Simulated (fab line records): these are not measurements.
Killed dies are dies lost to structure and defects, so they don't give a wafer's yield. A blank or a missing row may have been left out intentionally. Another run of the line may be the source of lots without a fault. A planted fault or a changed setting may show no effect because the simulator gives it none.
Problem report, 8D (eight disciplines) form, completed by code    flow n5Finfet    the parts of the form that need people (team, actions taken, sign-off) are left out

== 1. THE ISSUE ==
susceptorTempC at N5_FIN_SAQP_SPACER1_ALD_24 reads a mean of 316.90 C on 6 wafers of 2 lots; wafers without a fault read 299.97 C with a standard deviation of 0.22. That puts it +77 standard deviations away from the usual mean.
The step: deposits SiO2, target thk 20.3 nm, pulse time 1 s, purge time 2 s.
Earliest sighting: wafer L741.1 on aldSin-04 at day 5 23:56. Wafers with a number at this step in the record: 17, from 6 lots. Rule for "out", or "out of limits": more than 4 standard deviations from the usual mean. The rest of the wafers with a number are treated as sound.

== 2. WHAT IT IS, WHAT IT ISN'T ==
question                     is                      is not
which readings at this step  susceptorTempC          precursorPulseHeightRel
which lots                   L741, L745              L731, L732, L740, L748
which wafers of those lots   all that have a number  -
read on which tools          aldSin-04               aldSin-01, aldSin-03
when                         from day 5 23:56        up to then (8 sound wafers); but 3 sound wafers of L748 came after

== 3. THE SUSPECTS, EACH WITH WHAT RULES IT OUT ==
Counting: a tool at a process step up to the reading stays a suspect if it ran every lot that is out and no sound lot after the first of them.
- rieDiel-01 at N5_FIN_SAQP_DESCUM_21 (chemistry O2, time 7.9 s): kept. Every lot that is out went through it, starting with L741 (day 5 22:49), and after that it ran no sound lot; the last sound lot it ran before then is L731 (day 3 09:41).
- rieDiel-01 at N5_FIN_SAQP_ETCH_51 (etches SiARC in CF4, target depth 45.5 nm, time 75.8 s): kept. Every lot that is out went through it, starting with L741 (day 5 22:52), and after that it ran no sound lot; the last sound lot it ran before then is L731 (day 3 09:43).
- rieDiel-01 at N5_FIN_SAQP_ETCH_52 (etches SOC in N2/H2, target depth 100 nm, overetch 20 nm, time 150 s): kept. Every lot that is out went through it, starting with L741 (day 5 22:55), and after that it ran no sound lot; the last sound lot it ran before then is L731 (day 3 09:47).
- vaporEtch-01 at N5_FIN_SAQP_RECESS_75 (chemistry HF/NH3, target SiO2, target depth 14.4 nm, afs cycles 3, sublimation time 60 s): ruled out as a lasting fault. Sound lots L748 ran on it after its first lot that is out, L741 (day 5 23:32).
- aldSin-04 at N5_FIN_SAQP_SPACER1_ALD_24 (deposits SiO2, target thk 20.3 nm, pulse time 1 s, purge time 2 s): kept. Every lot that is out went through it, starting with L741 (day 5 23:56), and after that it ran no sound lot; the last sound lot it ran before then is L731 (day 3 10:46). Its own readings are out on those wafers: susceptorTempC.
Left after counting: rieDiel-01 at N5_FIN_SAQP_DESCUM_21, rieDiel-01 at N5_FIN_SAQP_ETCH_51, rieDiel-01 at N5_FIN_SAQP_ETCH_52, aldSin-04 at N5_FIN_SAQP_SPACER1_ALD_24.

== 4. THE CAUSE (what the simulator had put in) ==
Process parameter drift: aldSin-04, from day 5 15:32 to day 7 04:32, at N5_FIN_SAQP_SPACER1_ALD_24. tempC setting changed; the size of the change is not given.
4 suspects survive the count, and this tool is in that group.

== 5. THE CHAIN OF EFFECTS, in route order ==
One row per reading whose mean, taken over the struck wafers that have a number, lies over 3 standard deviations from the usual. Only readings whose record carries a usual standard deviation are examined. hours: median over the lots of the time between each lot's start at the first step of this table that gives one and its start at this step. sigmas: the change, counted in usual standard deviations.
hours  step                        reading         usual     on struck wafers  change  sigmas
0      N5_FIN_SAQP_SPACER1_ALD_24  susceptorTempC  299.97 C  316.90            +16.93  +77
It contains these process steps:
- N5_FIN_SAQP_SPACER1_ALD_24: deposits SiO2, target thk 20.3 nm, pulse time 1 s, purge time 2 s.
Later measuring or inspecting steps at which every struck wafer that the step has a row for has a number for every such reading, and none has moved that far: N5_FIN_SAQP_CD_MEAS_27, N5_BEOL_M4_RC_MEAS_101.

== 6. WHAT WOULD HAVE CAUGHT IT SOONER ==
First out-of-limits reading in this record: day 5 23:56, which is 8 hours after fault onset at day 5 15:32.
